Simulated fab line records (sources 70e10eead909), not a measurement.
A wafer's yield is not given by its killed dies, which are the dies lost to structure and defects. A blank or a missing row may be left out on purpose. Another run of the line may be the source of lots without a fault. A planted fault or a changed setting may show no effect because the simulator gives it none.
Matching of chambers | flow nand_harc | cmp-04 running NHARC_A_CONTACT_CMP_20: 4 sister chambers
The step polishes, t overpolish 30 s, target thk 300 nm. 22 wafers are shown with their chamber, then 11 later ones without.

== WAFERS WITH THEIR CHAMBER ==
wafer  | chamber | time_to_endpoint_s (s) | motor_current_A (A) | overpolish_run_s (s)
L077.3 | 1       | 62                     | 11.7                | 30.005
L077.4 | 0       | 64                     | 10.5                | 30.012
L077.5 | 0       | 66                     | 11.1                | 30.000
L076.2 | 0       | 63                     | 10.6                | 29.993
L076.3 | 1       | 65                     | 12.3                | 30.000
L076.6 | 0       | 63                     | 10.5                | 29.990
L076.1 | 2       | 66                     | 11.1                | 30.008
L076.4 | 3       | 57                     | 11.8                | 30.001
L076.5 | 1       | 62                     | 12.3                | 30.006
L080.1 | 1       | 59                     | 11.8                | 29.992
L080.4 | 0       | 60                     | 11.0                | 30.015
L080.6 | 0       | 60                     | 11.4                | 29.992
L082.1 | 1       | 61                     | 12.4                | 29.979
L082.3 | 2       | 66                     | 11.2                | 29.991
L082.5 | 3       | 55                     | 12.1                | 30.008
L087.1 | 0       | 62                     | 10.9                | 30.007
L087.3 | 3       | 55                     | 11.7                | 29.985
L087.5 | 0       | 61                     | 10.0                | 29.996
L086.1 | 0       | 63                     | 10.8                | 29.992
L086.2 | 1       | 62                     | 12.4                | 29.997
L086.4 | 2       | 66                     | 11.5                | 30.004
L088.2 | 2       | 66                     | 11.2                | 30.005

SIGNATURES (averages over the wafers above)
reading            | chamber 0 | chamber 1 | chamber 2 | chamber 3 | scatter within a chamber
time_to_endpoint_s | 62.44     | 61.83     | 66.00     | 55.67     | 1.7
motor_current_A    | 10.756    | 12.150    | 11.250    | 11.867    | 0.334
overpolish_run_s   | 29.99967  | 29.99650  | 30.00200  | 29.99800  | 0.0096
Rule: for each reading, subtract the chamber's mean from the wafer's reading, divide by that reading's scatter and square the result; add these up over the readings and take the root, which gives the wafer's distance from the chamber. The wafer belongs to the nearest chamber; if the next one is less than 2 further off, it can't be placed. The scatter is the square root of a quotient: the sum, over the shown wafers, of each reading's squared deviation from its chamber's mean, divided by wafers minus chambers.

== WAFERS MISSING THEIR CHAMBER ==
wafer  | time_to_endpoint_s (s) | motor_current_A (A) | overpolish_run_s (s)
L088.4 | 62                     | 11.1                | 30.004
L088.6 | 65                     | 10.8                | 30.003
L095.3 | 63                     | 10.8                | 30.006
L095.5 | 65                     | 11.1                | 30.003
L095.6 | 57                     | 11.9                | 29.999
L097.1 | 60                     | 11.3                | 30.000
L097.2 | 64                     | 10.9                | 29.995
L097.6 | 65                     | 11.4                | 30.008
L096.1 | 60                     | 11.0                | 30.006
L096.4 | 52                     | 12.2                | 29.994
L096.6 | 57                     | 12.6                | 29.998

== WHICH CHAMBER EACH WENT THROUGH ==
wafer  | from the rows above               | in truth
L088.4 | can't be placed: 0 or 2           | 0
L088.6 | can't be placed: 2 or 0           | 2
L095.3 | can't be placed: 0 or 2           | 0
L095.5 | can't be placed: 2 or 0           | 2
L095.6 | 3                                 | 3
L097.1 | can't be placed: 0 or 1 or 3 or 2 | 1
L097.2 | can't be placed: 0 or 2           | 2
L097.6 | can't be placed: 2 or 0           | 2
L096.1 | can't be placed: 0 or 2 or 3 or 1 | 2
L096.4 | 3                                 | 3
L096.6 | can't be placed: 3 or 1           | 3
Correctly placed: 2 of 11. Unplaceable from these rows: 9, with the true chamber sitting among the candidates in 9. Placed wrongly: 0.
